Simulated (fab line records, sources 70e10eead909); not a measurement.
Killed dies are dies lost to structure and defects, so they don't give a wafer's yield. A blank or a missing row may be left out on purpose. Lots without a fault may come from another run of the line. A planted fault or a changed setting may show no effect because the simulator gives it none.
Tool commonality check | flow nand_harc | 13 lots, 39 wafers sampled

WHY IT WAS OPENED
At NHARC_A_ONON_D1_THK_MEAS_11 the reading thk_nm is flagged on 2 of 13 lots. Wafers without a fault read 1001 nm, standard deviation 9.1.
Rule: a lot is flagged when every wafer of it that has a number lies more than 4 standard deviations from that mean, or none has a number. The other lots count as sound.

lot  | measured     | on            | thk_nm (nm), wafer by wafer | flag
L199 | day 7 07:45  | film_metro-02 | 990 991 991                 |
L201 | day 8 08:38  | film_metro-01 | 1013 1011 1012              |
L207 | day 9 11:11  | film_metro-01 | 712 712 710                 | FLAGGED
L208 | day 10 00:10 | film_metro-02 | 696 699 695                 | FLAGGED
L214 | day 11 08:51 | film_metro-01 | 995 996 995                 |
L213 | day 11 08:51 | film_metro-02 | 1023 1022 1025              |
L216 | day 11 16:08 | film_metro-01 | 1003 1002 1003              |
L215 | day 11 16:24 | film_metro-01 | 1007 1006 1007              |
L218 | day 12 01:43 | film_metro-02 | 986 984 985                 |
L219 | day 12 08:12 | film_metro-01 | 990 992 990                 |
L221 | day 12 19:13 | film_metro-02 | 1004 1006 1007              |
L220 | day 12 19:13 | film_metro-01 | 1019 1017 1020              |
L222 | day 13 22:53 | film_metro-02 | 994 992 995                 |
The numbers of the flagged lots are 704 nm on average: -297 nm against the usual, or -33 standard deviations.

WHICH TOOL RAN EACH LOT
The record holds 2 process steps before the reading, out of a route of 1159 steps. In each cell: the tool, then ch and the chambers that the sampled wafers went through, then the start.
lot  | flag    | NHARC_A_ZERO_WELL_ETCH_13        | NHARC_A_ONON_D1_DEP_09
L199 |         | rie_si-05 ch 0,1,3, day 6 07:55  | pecvd_onon-04 ch 0, day 7 07:15
L201 |         | rie_si-06 ch 0,2,3, day 7 09:02  | pecvd_onon-01 ch 0, day 8 08:15
L207 | FLAGGED | rie_si-01 ch 2,3, day 8 11:14    | pecvd_onon-04 ch 0, day 9 10:41
L208 | FLAGGED | rie_si-06 ch 2,3, day 9 00:20    | pecvd_onon-04 ch 0, day 9 23:40
L214 |         | rie_si-06 ch 1,2,3, day 10 09:44 | pecvd_onon-02 ch 0, day 11 08:20
L213 |         | rie_si-01 ch 0,1,3, day 10 09:08 | pecvd_onon-01 ch 0, day 11 08:28
L216 |         | rie_si-06 ch 0,1, day 10 16:55   | pecvd_onon-02 ch 0, day 11 15:44
L215 |         | rie_si-01 ch 0,2,3, day 10 14:23 | pecvd_onon-01 ch 0, day 11 15:54
L218 |         | rie_si-01 ch 2,3, day 11 01:53   | pecvd_onon-02 ch 0, day 12 01:16
L219 |         | rie_si-05 ch 2,3, day 11 08:09   | pecvd_onon-02 ch 0, day 12 07:41
L221 |         | rie_si-06 ch 0,2, day 11 19:32   | pecvd_onon-01 ch 0, day 12 18:42
L220 |         | rie_si-01 ch 0,1,3, day 11 20:10 | pecvd_onon-02 ch 0, day 12 18:45
L222 |         | rie_si-01 ch 0,1,3, day 12 22:01 | pecvd_onon-02 ch 0, day 13 22:22
What these steps do:
- NHARC_A_ZERO_WELL_ETCH_13: etches the open film in HBr/Cl2, target depth 120 nm, time 40.1 s.
- NHARC_A_ONON_D1_DEP_09: target thk 1000 nm.
- NHARC_A_ONON_D1_THK_MEAS_11: measures by ellipsometry.

FLAGGED OVER TOTAL, TOOL BY TOOL (the gauges that took the reading come last)
step                        | tool          | lots run | flagged | share of the flagged lots | sound lots run after its first flagged lot
NHARC_A_ZERO_WELL_ETCH_13   | rie_si-01     | 6        | 1       | some                      | 5 (L213,L215,L218,L220,L222)
NHARC_A_ZERO_WELL_ETCH_13   | rie_si-05     | 2        | 0       | none                      | -
NHARC_A_ZERO_WELL_ETCH_13   | rie_si-06     | 5        | 1       | some                      | 3 (L214,L216,L221)
NHARC_A_ONON_D1_DEP_09      | pecvd_onon-01 | 4        | 0       | none                      | -
NHARC_A_ONON_D1_DEP_09      | pecvd_onon-02 | 6        | 0       | none                      | -
NHARC_A_ONON_D1_DEP_09      | pecvd_onon-04 | 3        | 2       | all                       | 0
NHARC_A_ONON_D1_THK_MEAS_11 | film_metro-01 | 7        | 1       | some                      | 5 (L214,L216,L215,L219,L220)
NHARC_A_ONON_D1_THK_MEAS_11 | film_metro-02 | 6        | 1       | some                      | 4 (L213,L218,L221,L222)

WHAT THE TABLE ALLOWS
1 row of the table ran every flagged lot: pecvd_onon-04 at NHARC_A_ONON_D1_DEP_09.
- pecvd_onon-04 at NHARC_A_ONON_D1_DEP_09: 2 of its 3 lots flagged. Its last sound lot is L199 (day 7 07:15), its first flagged lot L207 (day 9 10:41): a fault that began between those two fits.
One tool is left: pecvd_onon-04 at NHARC_A_ONON_D1_DEP_09.

WHAT THE SIMULATOR HAD PUT IN
Process parameter drift: pecvd_onon-04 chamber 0, from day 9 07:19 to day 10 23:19, at NHARC_A_ONON_D1_DEP_09. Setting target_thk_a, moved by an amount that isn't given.
Lots struck among those shown: L207, L208. The rule above found the same.
